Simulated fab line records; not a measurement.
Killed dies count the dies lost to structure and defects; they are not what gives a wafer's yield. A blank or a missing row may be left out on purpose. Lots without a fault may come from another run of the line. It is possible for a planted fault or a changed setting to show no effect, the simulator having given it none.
What tool caused it? :: flow nand_harc :: 24 lots, 72 wafers sampled, at 6 steps of a route of 1159

## WHAT EACH GAUGE READ, for each wafer
NHARC_A_BLC_INSPECT_28.
lot: L074
measured: day 18 19:32
on: defect_inspect-02
raw_defect_count: 292 328 384

lot: L075
measured: day 19 01:46
on: defect_inspect-01
raw_defect_count: 483 566 593

lot: L076
measured: day 19 02:50
on: defect_inspect-01
raw_defect_count: 405 392 387

lot: L077
measured: day 19 08:52
on: defect_inspect-02
raw_defect_count: 506 491 371

lot: L079
measured: day 20 04:59
on: defect_inspect-01
raw_defect_count: 308 446 410

lot: L078
measured: day 20 10:14
on: defect_inspect-02
raw_defect_count: 363 493 502

lot: L083
measured: day 22 10:14
on: defect_inspect-02
raw_defect_count: 577 396 346

lot: L082
measured: day 22 10:25
on: defect_inspect-02
raw_defect_count: 380 346 396

lot: L084
measured: day 22 10:40
on: defect_inspect-02
raw_defect_count: 296 343 428

lot: L088
measured: day 22 10:50
on: defect_inspect-02
raw_defect_count: 345 383 440

lot: L085
measured: day 22 19:52
on: defect_inspect-02
raw_defect_count: 412 386 397

lot: L080
measured: day 22 20:16
on: defect_inspect-01
raw_defect_count: 407 261 367

lot: L081
measured: day 23 18:20
on: defect_inspect-02
raw_defect_count: 428 479 473

lot: L086
measured: day 24 00:19
on: defect_inspect-02
raw_defect_count: 338 344 399

lot: L089
measured: day 24 05:01
on: defect_inspect-02
raw_defect_count: 389 352 550

lot: L087
measured: day 24 08:14
on: defect_inspect-02
raw_defect_count: 560 284 450

lot: L091
measured: day 24 08:19
on: defect_inspect-01
raw_defect_count: 534 964 519

lot: L090
measured: day 24 08:40
on: defect_inspect-01
raw_defect_count: 328 445 460

lot: L092
measured: day 24 08:44
on: defect_inspect-02
raw_defect_count: 486 370 544

lot: L094
measured: day 24 16:43
on: defect_inspect-02
raw_defect_count: 423 322 388

lot: L093
measured: day 24 17:10
on: defect_inspect-02
raw_defect_count: 425 423 346

lot: L097
measured: day 24 19:33
on: defect_inspect-02
raw_defect_count: 433 479 437

lot: L096
measured: day 24 20:44
on: defect_inspect-02
raw_defect_count: 742 359 405

lot: L095
measured: day 25 05:04
on: defect_inspect-02
raw_defect_count: 456 319 367

NHARC_A_M1_OVL_MEAS_10: pitch 240 nm.
lot: L074
measured: day 19 00:43
on: overlay-02
overlay_x_nm (nm): 0.7 0.4 1.2
overlay_y_nm (nm): -0.7 -1.1 -0.6

lot: L075
measured: day 19 07:22
on: overlay-01
overlay_x_nm (nm): 0.7 0.2 0.5
overlay_y_nm (nm): 2.0 1.1 1.0

lot: L076
measured: day 19 08:14
on: overlay-01
overlay_x_nm (nm): -0.6 -0.6 -0.8
overlay_y_nm (nm): -1.0 -1.3 -1.1

lot: L077
measured: day 19 13:47
on: overlay-01
overlay_x_nm (nm): -0.1 0.6 0.3
overlay_y_nm (nm): -0.7 -0.3 -0.6

lot: L079
measured: day 20 10:21
on: overlay-02
overlay_x_nm (nm): -0.3 -0.5 -0.4
overlay_y_nm (nm): -1.0 -0.3 -0.7

lot: L078
measured: day 20 15:41
on: overlay-01
overlay_x_nm (nm): 0.8 0.4 0.9
overlay_y_nm (nm): -0.2 -0.6 0.2

lot: L083
measured: day 22 15:51
on: overlay-02
overlay_x_nm (nm): 1.0 0.6 0.9
overlay_y_nm (nm): -0.1 0.4 0.0

lot: L082
measured: day 22 15:57
on: overlay-01
overlay_x_nm (nm): 0.9 1.0 0.7
overlay_y_nm (nm): 0.1 -0.2 0.2

lot: L084
measured: day 22 16:07
on: overlay-02
overlay_x_nm (nm): 0.4 0.0 0.1
overlay_y_nm (nm): 0.9 0.5 1.0

lot: L088
measured: day 22 16:53
on: overlay-02
overlay_x_nm (nm): -2.5 -1.8 -2.5
overlay_y_nm (nm): 1.3 1.2 1.1

lot: L085
measured: day 23 00:53
on: overlay-01
overlay_x_nm (nm): -0.1 0.6 0.3
overlay_y_nm (nm): -0.3 0.2 0.3

lot: L080
measured: day 23 01:22
on: overlay-02
overlay_x_nm (nm): -1.0 -0.7 -1.7
overlay_y_nm (nm): -0.5 -0.8 -1.2

lot: L081
measured: day 23 23:13
on: overlay-01
overlay_x_nm (nm): 2.1 2.1 2.4
overlay_y_nm (nm): -2.3 -1.8 -1.6

lot: L086
measured: day 24 05:25
on: overlay-01
overlay_x_nm (nm): 0.3 1.4 0.7
overlay_y_nm (nm): -0.8 -1.4 -0.8

lot: L089
measured: day 24 10:34
on: overlay-01
overlay_x_nm (nm): -0.3 -0.3 -0.6
overlay_y_nm (nm): 0.4 1.0 1.2

lot: L087
measured: day 24 14:11
on: overlay-02
overlay_x_nm (nm): 0.7 1.0 0.7
overlay_y_nm (nm): -0.7 -0.5 -0.8

lot: L091
measured: day 24 14:19
on: overlay-01
overlay_x_nm (nm): -0.2 0.1 0.3
overlay_y_nm (nm): -0.7 -0.3 -0.8

lot: L090
measured: day 24 14:32
on: overlay-01
overlay_x_nm (nm): -0.1 -0.5 -0.1
overlay_y_nm (nm): 1.2 1.8 1.7

lot: L092
measured: day 24 14:41
on: overlay-02
overlay_x_nm (nm): -0.8 -0.6 -0.2
overlay_y_nm (nm): -0.5 -0.8 -1.2

lot: L094
measured: day 24 22:09
on: overlay-02
overlay_x_nm (nm): 1.3 0.7 0.2
overlay_y_nm (nm): 0.3 -0.2 0.9

lot: L093
measured: day 24 22:30
on: overlay-02
overlay_x_nm (nm): 0.8 0.1 0.7
overlay_y_nm (nm): -0.2 0.0 -0.3

lot: L097
measured: day 25 00:46
on: overlay-01
overlay_x_nm (nm): 0.3 0.1 0.0
overlay_y_nm (nm): -0.1 -0.2 -0.1

lot: L096
measured: day 25 02:19
on: overlay-01
overlay_x_nm (nm): 0.3 0.2 0.2
overlay_y_nm (nm): 0.8 0.1 0.3

lot: L095
measured: day 25 10:13
on: overlay-02
overlay_x_nm (nm): 0.3 -0.5 0.1
overlay_y_nm (nm): 1.7 0.8 0.9

NHARC_A_BONDPAD_THK_MEAS_30: measures by ellipsometry.
lot: L074
measured: day 19 05:49
on: film_metro-01
thk_nm (nm): 200.7 204.4 199.2

lot: L075
measured: day 19 11:41
on: film_metro-02
thk_nm (nm): 201.3 197.3 198.8

lot: L076
measured: day 19 13:49
on: film_metro-01
thk_nm (nm): 200.4 198.0 201.1

lot: L077
measured: day 19 17:50
on: film_metro-02
thk_nm (nm): 201.7 200.2 199.8

lot: L079
measured: day 20 14:28
on: film_metro-01
thk_nm (nm): 198.6 200.1 199.8

lot: L078
measured: day 20 20:19
on: film_metro-01
thk_nm (nm): 196.9 200.2 199.0

lot: L083
measured: day 22 19:58
on: film_metro-01
thk_nm (nm): 197.0 200.1 200.1

lot: L082
measured: day 22 20:16
on: film_metro-01
thk_nm (nm): 199.9 199.9 201.7

lot: L084
measured: day 22 20:31
on: film_metro-01
thk_nm (nm): 199.9 199.6 200.1

lot: L088
measured: day 22 21:04
on: film_metro-01
thk_nm (nm): 200.0 200.1 201.6

lot: L085
measured: day 23 04:59
on: film_metro-02
thk_nm (nm): 201.5 202.8 201.2

lot: L080
measured: day 23 05:28
on: film_metro-01
thk_nm (nm): 200.3 199.3 200.1

lot: L081
measured: day 24 03:17
on: film_metro-02
thk_nm (nm): 199.8 198.6 199.8

lot: L086
measured: day 24 09:53
on: film_metro-02
thk_nm (nm): 199.8 199.8 200.3

lot: L089
measured: day 24 15:49
on: film_metro-01
thk_nm (nm): 197.7 199.9 199.0

lot: L087
measured: day 24 19:07
on: film_metro-02
thk_nm (nm): 201.8 200.4 201.1

lot: L091
measured: day 24 19:14
on: film_metro-02
thk_nm (nm): 198.7 200.2 199.4

lot: L090
measured: day 24 19:37
on: film_metro-01
thk_nm (nm): 200.3 197.8 200.3

lot: L092
measured: day 24 19:26
on: film_metro-02
thk_nm (nm): 201.4 201.1 200.6

lot: L094
measured: day 25 02:31
on: film_metro-01
thk_nm (nm): 200.1 198.0 198.8

lot: L093
measured: day 25 02:58
on: film_metro-01
thk_nm (nm): 198.2 199.6 200.4

lot: L097
measured: day 25 04:47
on: film_metro-02
thk_nm (nm): 199.7 200.1 199.7

lot: L096
measured: day 25 06:22
on: film_metro-02
thk_nm (nm): 198.2 201.0 201.0

lot: L095
measured: day 25 14:17
on: film_metro-01
thk_nm (nm): 198.0 199.9 201.5

## EACH LOT AND THE TOOL THAT RAN IT (in order: tool; ch and the chambers of the sampled wafers; start)
lot: L074
NHARC_A_M1_ETCH_35: rie_diel-12 ch 0,1,3, day 19 00:55
NHARC_A_M1_DEP_33: pecvd-02 ch 1,2, day 19 04:33
NHARC_A_BONDPAD_CMP_29: cmp-03 ch 1,2,3, day 19 05:37

lot: L075
NHARC_A_M1_ETCH_35: rie_diel-01 ch 0,2, day 19 07:34
NHARC_A_M1_DEP_33: pecvd-02 ch 1,2, day 19 10:14
NHARC_A_BONDPAD_CMP_29: cmp-04 ch 0,1,3, day 19 11:26

lot: L076
NHARC_A_M1_ETCH_35: rie_diel-07 ch 0,2,3, day 19 08:25
NHARC_A_M1_DEP_33: pecvd-02 ch 1,2, day 19 12:28
NHARC_A_BONDPAD_CMP_29: cmp-03 ch 0,1,3, day 19 13:35

lot: L077
NHARC_A_M1_ETCH_35: rie_diel-12 ch 0,1, day 19 13:58
NHARC_A_M1_DEP_33: pecvd-03 ch 1,2, day 19 16:43
NHARC_A_BONDPAD_CMP_29: cmp-04 ch 0,1,3, day 19 17:35

lot: L079
NHARC_A_M1_ETCH_35: rie_diel-07 ch 2,3, day 20 10:32
NHARC_A_M1_DEP_33: pecvd-03 ch 0,1,2, day 20 13:17
NHARC_A_BONDPAD_CMP_29: cmp-01 ch 0,1,3, day 20 14:15

lot: L078
NHARC_A_M1_ETCH_35: rie_diel-07 ch 0,1, day 20 15:52
NHARC_A_M1_DEP_33: pecvd-01 ch 0,1, day 20 18:50
NHARC_A_BONDPAD_CMP_29: cmp-04 ch 0,2, day 20 20:05

lot: L083
NHARC_A_M1_ETCH_35: rie_diel-12 ch 0,1, day 22 16:02
NHARC_A_M1_DEP_33: pecvd-01 ch 0,1,2, day 22 18:46
NHARC_A_BONDPAD_CMP_29: cmp-03 ch 1,2, day 22 19:44

lot: L082
NHARC_A_M1_ETCH_35: rie_diel-12 ch 0,3, day 22 16:10
NHARC_A_M1_DEP_33: pecvd-03 ch 1,2, day 22 19:05
NHARC_A_BONDPAD_CMP_29: cmp-01 ch 0,1,2, day 22 20:04

lot: L084
NHARC_A_M1_ETCH_35: rie_diel-07 ch 0,3, day 22 16:19
NHARC_A_M1_DEP_33: pecvd-01 ch 0,2, day 22 19:17
NHARC_A_BONDPAD_CMP_29: cmp-03 ch 0,1,2, day 22 20:17

lot: L088
NHARC_A_M1_ETCH_35: rie_diel-12 ch 0,1,3, day 22 17:05
NHARC_A_M1_DEP_33: pecvd-03 ch 0,2, day 22 19:52
NHARC_A_BONDPAD_CMP_29: cmp-04 ch 1,2,3, day 22 20:54

lot: L085
NHARC_A_M1_ETCH_35: rie_diel-12 ch 0,2,3, day 23 01:05
NHARC_A_M1_DEP_33: pecvd-03 ch 0,1,2, day 23 03:54
NHARC_A_BONDPAD_CMP_29: cmp-04 ch 0,1, day 23 04:44

lot: L080
NHARC_A_M1_ETCH_35: rie_diel-12 ch 1,2,3, day 23 01:32
NHARC_A_M1_DEP_33: pecvd-01 ch 0,2, day 23 04:16
NHARC_A_BONDPAD_CMP_29: cmp-03 ch 0,1,3, day 23 05:15

lot: L081
NHARC_A_M1_ETCH_35: rie_diel-07 ch 0,1,2, day 23 23:23
NHARC_A_M1_DEP_33: pecvd-01 ch 1,2, day 24 02:04
NHARC_A_BONDPAD_CMP_29: cmp-03 ch 1,2,3, day 24 03:03

lot: L086
NHARC_A_M1_ETCH_35: rie_diel-07 ch 0,2,3, day 24 05:36
NHARC_A_M1_DEP_33: pecvd-02 ch 0,1, day 24 08:18
NHARC_A_BONDPAD_CMP_29: cmp-04 ch 0,2,3, day 24 09:38

lot: L089
NHARC_A_M1_ETCH_35: rie_diel-07 ch 0,3, day 24 10:45
NHARC_A_M1_DEP_33: pecvd-02 ch 0,2, day 24 14:24
NHARC_A_BONDPAD_CMP_29: cmp-03 ch 2,3, day 24 15:35

lot: L087
NHARC_A_M1_ETCH_35: rie_diel-12 ch 0,1,3, day 24 14:24
NHARC_A_M1_DEP_33: pecvd-02 ch 0,1,2, day 24 18:01
NHARC_A_BONDPAD_CMP_29: cmp-03 ch 0,2,3, day 24 18:56

lot: L091
NHARC_A_M1_ETCH_35: rie_diel-01 ch 1,2,3, day 24 14:31
NHARC_A_M1_DEP_33: pecvd-03 ch 0,2, day 24 17:59
NHARC_A_BONDPAD_CMP_29: cmp-01 ch 0,1,3, day 24 19:01

lot: L090
NHARC_A_M1_ETCH_35: rie_diel-07 ch 0,1,3, day 24 14:44
NHARC_A_M1_DEP_33: pecvd-01 ch 0,1, day 24 18:20
NHARC_A_BONDPAD_CMP_29: cmp-04 ch 0,1, day 24 19:23

lot: L092
NHARC_A_M1_ETCH_35: rie_diel-01 ch 1,2,3, day 24 14:53
NHARC_A_M1_DEP_33: pecvd-02 ch 0,2, day 24 18:16
NHARC_A_BONDPAD_CMP_29: cmp-03 ch 1,2,3, day 24 19:16

lot: L094
NHARC_A_M1_ETCH_35: rie_diel-12 ch 0,2,3, day 24 22:21
NHARC_A_M1_DEP_33: pecvd-01 ch 0,1,2, day 25 01:09
NHARC_A_BONDPAD_CMP_29: cmp-04 ch 1,2, day 25 02:17

lot: L093
NHARC_A_M1_ETCH_35: rie_diel-01 ch 0,1,2, day 24 22:42
NHARC_A_M1_DEP_33: pecvd-02 ch 0,1, day 25 01:45
NHARC_A_BONDPAD_CMP_29: cmp-01 ch 1,2,3, day 25 02:45

lot: L097
NHARC_A_M1_ETCH_35: rie_diel-12 ch 0,2,3, day 25 00:56
NHARC_A_M1_DEP_33: pecvd-02 ch 1,2, day 25 03:40
NHARC_A_BONDPAD_CMP_29: cmp-03 ch 1,2,3, day 25 04:34

lot: L096
NHARC_A_M1_ETCH_35: rie_diel-12 ch 0,2,3, day 25 02:31
NHARC_A_M1_DEP_33: pecvd-01 ch 0,1, day 25 05:14
NHARC_A_BONDPAD_CMP_29: cmp-01 ch 0,2,3, day 25 06:10

lot: L095
NHARC_A_M1_ETCH_35: rie_diel-12 ch 2,3, day 25 10:24
NHARC_A_M1_DEP_33: pecvd-01 ch 1,2, day 25 13:07
NHARC_A_BONDPAD_CMP_29: cmp-03 ch 1,2,3, day 25 14:05
- NHARC_A_M1_ETCH_35: etches the open film in N2/H2, target depth 40 nm, overetch 12 nm, time 43.94 s.
- NHARC_A_M1_DEP_33: deposits SiCN, target thk 30 nm.
- NHARC_A_BONDPAD_CMP_29: polishes SiCN, target thk 200 nm.

## WHAT THE TOOLS THEMSELVES READ (means of the sampled wafers that have a number; where no wafer has one, the mark that the record gives instead)
NHARC_A_M1_ETCH_35.
lot: L074
tool: rie_diel-12
drypump_motor_current_A (A): 5.4
n2_flow_sccm (sccm): 150.2
oes_product_au (a.u.): 1.000
rf_vpp_V (V): 429.4
showerhead_plenum_p_Torr (Torr): 1.99
throttle_valve_pct (%): 14.158

lot: L075
tool: rie_diel-01
drypump_motor_current_A (A): 6.1
n2_flow_sccm (sccm): 149.7
oes_product_au (a.u.): 1.003
rf_vpp_V (V): 431.1
showerhead_plenum_p_Torr (Torr): 2.06
throttle_valve_pct (%): 14.171

lot: L076
tool: rie_diel-07
drypump_motor_current_A (A): 5.4
n2_flow_sccm (sccm): 150.0
oes_product_au (a.u.): 1.004
rf_vpp_V (V): 434.7
showerhead_plenum_p_Torr (Torr): 2.17
throttle_valve_pct (%): 14.167

lot: L077
tool: rie_diel-12
drypump_motor_current_A (A): 5.6
n2_flow_sccm (sccm): 150.0
oes_product_au (a.u.): 1.011
rf_vpp_V (V): 428.6
showerhead_plenum_p_Torr (Torr): 1.97
throttle_valve_pct (%): 14.169

lot: L079
tool: rie_diel-07
drypump_motor_current_A (A): 5.5
n2_flow_sccm (sccm): 150.5
oes_product_au (a.u.): 1.005
rf_vpp_V (V): 433.4
showerhead_plenum_p_Torr (Torr): 2.15
throttle_valve_pct (%): 14.176

lot: L078
tool: rie_diel-07
drypump_motor_current_A (A): 5.7
n2_flow_sccm (sccm): 149.9
oes_product_au (a.u.): 1.000
rf_vpp_V (V): 434.1
showerhead_plenum_p_Torr (Torr): 2.16
throttle_valve_pct (%): 14.169

lot: L083
tool: rie_diel-12
drypump_motor_current_A (A): 5.6
n2_flow_sccm (sccm): 150.5
oes_product_au (a.u.): 1.006
rf_vpp_V (V): 429.7
showerhead_plenum_p_Torr (Torr): 1.97
throttle_valve_pct (%): 14.158

lot: L082
tool: rie_diel-12
drypump_motor_current_A (A): 5.2
n2_flow_sccm (sccm): 150.2
oes_product_au (a.u.): 1.009
rf_vpp_V (V): 430.2
showerhead_plenum_p_Torr (Torr): 2.04
throttle_valve_pct (%): 14.171

lot: L084
tool: rie_diel-07
drypump_motor_current_A (A): 5.3
n2_flow_sccm (sccm): 150.1
oes_product_au (a.u.): 1.001
rf_vpp_V (V): 434.8
showerhead_plenum_p_Torr (Torr): 2.20
throttle_valve_pct (%): 14.176

lot: L088
tool: rie_diel-12
drypump_motor_current_A (A): 5.4
n2_flow_sccm (sccm): 149.9
oes_product_au (a.u.): 1.002
rf_vpp_V (V): 429.1
showerhead_plenum_p_Torr (Torr): 1.99
throttle_valve_pct (%): 14.184

lot: L085
tool: rie_diel-12
drypump_motor_current_A (A): 5.3
n2_flow_sccm (sccm): 150.3
oes_product_au (a.u.): 0.998
rf_vpp_V (V): 431.2
showerhead_plenum_p_Torr (Torr): 2.07
throttle_valve_pct (%): 14.172

lot: L080
tool: rie_diel-12
drypump_motor_current_A (A): 5.4
n2_flow_sccm (sccm): 150.0
oes_product_au (a.u.): 0.998
rf_vpp_V (V): 429.5
showerhead_plenum_p_Torr (Torr): 2.02
throttle_valve_pct (%): 14.180

lot: L081
tool: rie_diel-07
drypump_motor_current_A (A): 5.6
n2_flow_sccm (sccm): 149.8
oes_product_au (a.u.): 1.004
rf_vpp_V (V): 432.8
showerhead_plenum_p_Torr (Torr): 2.15
throttle_valve_pct (%): 14.170

lot: L086
tool: rie_diel-07
drypump_motor_current_A (A): 5.4
n2_flow_sccm (sccm): 149.9
oes_product_au (a.u.): 0.993
rf_vpp_V (V): 433.8
showerhead_plenum_p_Torr (Torr): 2.17
throttle_valve_pct (%): 14.174

lot: L089
tool: rie_diel-07
drypump_motor_current_A (A): 5.3
n2_flow_sccm (sccm): 149.8
oes_product_au (a.u.): 1.000
rf_vpp_V (V): 433.9
showerhead_plenum_p_Torr (Torr): 2.19
throttle_valve_pct (%): 14.177

lot: L087
tool: rie_diel-12
drypump_motor_current_A (A): 5.4
n2_flow_sccm (sccm): 150.3
oes_product_au (a.u.): 0.997
rf_vpp_V (V): 429.1
showerhead_plenum_p_Torr (Torr): 1.99
throttle_valve_pct (%): 14.172

lot: L091
tool: rie_diel-01
drypump_motor_current_A (A): 5.5
n2_flow_sccm (sccm): 150.2
oes_product_au (a.u.): 0.995
rf_vpp_V (V): 430.1
showerhead_plenum_p_Torr (Torr): 2.03
throttle_valve_pct (%): 14.168

lot: L090
tool: rie_diel-07
drypump_motor_current_A (A): 5.5
n2_flow_sccm (sccm): 150.0
oes_product_au (a.u.): 0.997
rf_vpp_V (V): 434.3
showerhead_plenum_p_Torr (Torr): 2.18
throttle_valve_pct (%): 14.176

lot: L092
tool: rie_diel-01
drypump_motor_current_A (A): 5.5
n2_flow_sccm (sccm): 149.7
oes_product_au (a.u.): 1.005
rf_vpp_V (V): 430.6
showerhead_plenum_p_Torr (Torr): 2.03
throttle_valve_pct (%): 14.172

lot: L094
tool: rie_diel-12
drypump_motor_current_A (A): 5.3
n2_flow_sccm (sccm): 150.1
oes_product_au (a.u.): 0.995
rf_vpp_V (V): 431.4
showerhead_plenum_p_Torr (Torr): 2.07
throttle_valve_pct (%): 14.170

lot: L093
tool: rie_diel-01
drypump_motor_current_A (A): 5.7
n2_flow_sccm (sccm): 150.3
oes_product_au (a.u.): 1.000
rf_vpp_V (V): 430.0
showerhead_plenum_p_Torr (Torr): 2.01
throttle_valve_pct (%): 14.176

lot: L097
tool: rie_diel-12
drypump_motor_current_A (A): 5.3
n2_flow_sccm (sccm): 149.6
oes_product_au (a.u.): 0.993
rf_vpp_V (V): 431.3
showerhead_plenum_p_Torr (Torr): 2.07
throttle_valve_pct (%): 14.164

lot: L096
tool: rie_diel-12
drypump_motor_current_A (A): 5.3
n2_flow_sccm (sccm): 150.1
oes_product_au (a.u.): 1.005
rf_vpp_V (V): 431.0
showerhead_plenum_p_Torr (Torr): 2.07
throttle_valve_pct (%): 14.173

lot: L095
tool: rie_diel-12
drypump_motor_current_A (A): 5.3
n2_flow_sccm (sccm): 150.3
oes_product_au (a.u.): 1.006
rf_vpp_V (V): 431.5
showerhead_plenum_p_Torr (Torr): 2.10
throttle_valve_pct (%): 14.171

NHARC_A_M1_DEP_33.
lot: L074
tool: pecvd-02
heater_power_w (W): 604

lot: L075
tool: pecvd-02
heater_power_w (W): 558

lot: L076
tool: pecvd-02
heater_power_w (W): 598

lot: L077
tool: pecvd-03
heater_power_w (W): 581

lot: L079
tool: pecvd-03
heater_power_w (W): 534

lot: L078
tool: pecvd-01
heater_power_w (W): 581

lot: L083
tool: pecvd-01
heater_power_w (W): 583

lot: L082
tool: pecvd-03
heater_power_w (W): 543

lot: L084
tool: pecvd-01
heater_power_w (W): 607

lot: L088
tool: pecvd-03
heater_power_w (W): 534

lot: L085
tool: pecvd-03
heater_power_w (W): 509

lot: L080
tool: pecvd-01
heater_power_w (W): 581

lot: L081
tool: pecvd-01
heater_power_w (W): 581

lot: L086
tool: pecvd-02
heater_power_w (W): 618

lot: L089
tool: pecvd-02
heater_power_w (W): 639

lot: L087
tool: pecvd-02
heater_power_w (W): 603

lot: L091
tool: pecvd-03
heater_power_w (W): 519

lot: L090
tool: pecvd-01
heater_power_w (W): 586

lot: L092
tool: pecvd-02
heater_power_w (W): 615

lot: L094
tool: pecvd-01
heater_power_w (W): 594

lot: L093
tool: pecvd-02
heater_power_w (W): 633

lot: L097
tool: pecvd-02
heater_power_w (W): 629

lot: L096
tool: pecvd-01
heater_power_w (W): 554

lot: L095
tool: pecvd-01
heater_power_w (W): 568

NHARC_A_BONDPAD_CMP_29.
lot: L074
tool: cmp-03
motor_current_A (A): 12.9

lot: L075
tool: cmp-04
motor_current_A (A): 11.5

lot: L076
tool: cmp-03
motor_current_A (A): 12.9

lot: L077
tool: cmp-04
motor_current_A (A): 11.6

lot: L079
tool: cmp-01
motor_current_A (A): 12.0

lot: L078
tool: cmp-04
motor_current_A (A): 11.3

lot: L083
tool: cmp-03
motor_current_A (A): 13.2

lot: L082
tool: cmp-01
motor_current_A (A): 12.5

lot: L084
tool: cmp-03
motor_current_A (A): 12.3

lot: L088
tool: cmp-04
motor_current_A (A): 12.3

lot: L085
tool: cmp-04
motor_current_A (A): 11.4

lot: L080
tool: cmp-03
motor_current_A (A): 12.6

lot: L081
tool: cmp-03
motor_current_A (A): 12.7

lot: L086
tool: cmp-04
motor_current_A (A): 11.7

lot: L089
tool: cmp-03
motor_current_A (A): 13.6

lot: L087
tool: cmp-03
motor_current_A (A): 13.0

lot: L091
tool: cmp-01
motor_current_A (A): 11.7

lot: L090
tool: cmp-04
motor_current_A (A): 11.4

lot: L092
tool: cmp-03
motor_current_A (A): 12.6

lot: L094
tool: cmp-04
motor_current_A (A): 12.9

lot: L093
tool: cmp-01
motor_current_A (A): 12.7

lot: L097
tool: cmp-03
motor_current_A (A): 13.0

lot: L096
tool: cmp-01
motor_current_A (A): 11.7

lot: L095
tool: cmp-03
motor_current_A (A): 13.3

## THE ANSWER, worked out from the rows above alone
Rule: the usual values come from the lots themselves. Put in order of their means at a reading, lots are off if they are a third of the lots or fewer, leave a main group of 4 or more, and stand apart from it by a gap of 3 or more times the standard deviation of the main group's means; of several such gaps the widest counts. Not used: any main group whose means are identical at the precision the tables above print for the reading. A lot without any number at a reading at which 4 lots or more have one is off too. Any other lot the step has rows for is counted as sound. Order of review: gauges by route order, followed by the tools' own readings, for which a lot's mean as printed above is used. The first step at which some lot is off is used, and at that step the reading that is off furthest; a lot without a number counts as furthest.
No lot is off on any of the readings shown, so nothing can be concluded from this.

## WHAT THE SIMULATOR HAD PUT IN
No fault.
